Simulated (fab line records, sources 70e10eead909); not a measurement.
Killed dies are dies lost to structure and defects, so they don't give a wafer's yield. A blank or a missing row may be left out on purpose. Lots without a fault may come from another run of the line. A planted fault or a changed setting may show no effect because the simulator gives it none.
A struck lot beside a sound one | flow nand_harc | 13 steps out of a route of 1159
Sound: wafers L826.1, L826.3, L826.6. Struck: wafers L816.3, L816.4, L816.5. The cause comes at the end.
At each step with rows: each side's tool, then ch and its chambers, then its first start. Under that, the readings that differ: sound wafers | struck wafers | difference of the means | sigmas: that difference in standard deviations of wafers without a fault.
alike: readings whose means differ by less than 2 such deviations, and words and numbers that are the same on both sides. not compared: withheld readings, readings that some wafer has no value for, bounds like >300 that may hide the same value, and numbers for which the record gives no deviation and whose values overlap.
The two part at a step that has a row with sigmas, a row that says differs or no value, or rows on one side only. Numbers that don't overlap but have no deviation are shown without sigmas and don't part them. A reading that every wafer of one side lacks parts them only if that side has two wafers or more.

NHARC_P_M0_INSPECT_27:
  sound on defect_inspect-01, day 10 19:11; struck on defect_inspect-01, day 9 12:02
  alike: raw_defect_count
NHARC_P_M0_PRE_CLEAN_31: time 12 s.
  sound on pecvd-01 ch 0,1,2, day 10 19:20; struck on pecvd-02 ch 0,1,2, day 9 13:32
  alike: heater_power_w
NHARC_P_M0_DEP_32: deposits SiCN, target thk 30 nm.
  sound on pecvd-01 ch 0,1,2, day 10 19:25; struck on pecvd-02 ch 0,1,2, day 9 13:40
  alike: heater_power_w
then, 8 steps without rows for these wafers: NHARC_P_M1_DEP_00 (deposits SiOC, target thk 182.5 nm); NHARC_P_M1_DEHYDRATE_01 (time 120 s); NHARC_P_M1_HMDS_02 (time 30 s); NHARC_P_M1_COAT_34 (time 65 s); NHARC_P_M1_COAT_03 (resist thk 90 nm); NHARC_P_M1_SOFTBAKE_04 (time 55 s); NHARC_P_M1_EBR_05; NHARC_P_M1_EXPOSE_06 (exposes mask P M1, target cd 130 nm).
NHARC_P_M1_PEB_07: peb time 65 s.
  sound on litho_track-06 ch 0, day 10 20:34; struck on litho_track-04, day 9 14:44
  no value came back on the struck wafers for chill_plate_temp_C (C), exhaust_pa (Pa), peb_time_s (s); on the sound wafers chill_plate_temp_C (C) reads 23.10 23.14 23.23
then, 1 step without rows for these wafers: NHARC_P_M1_DEVELOP_08 (develop time 35 s).

WHERE THEY PART
Only at NHARC_P_M1_PEB_07, within this record.

WHY: what the simulator had put in
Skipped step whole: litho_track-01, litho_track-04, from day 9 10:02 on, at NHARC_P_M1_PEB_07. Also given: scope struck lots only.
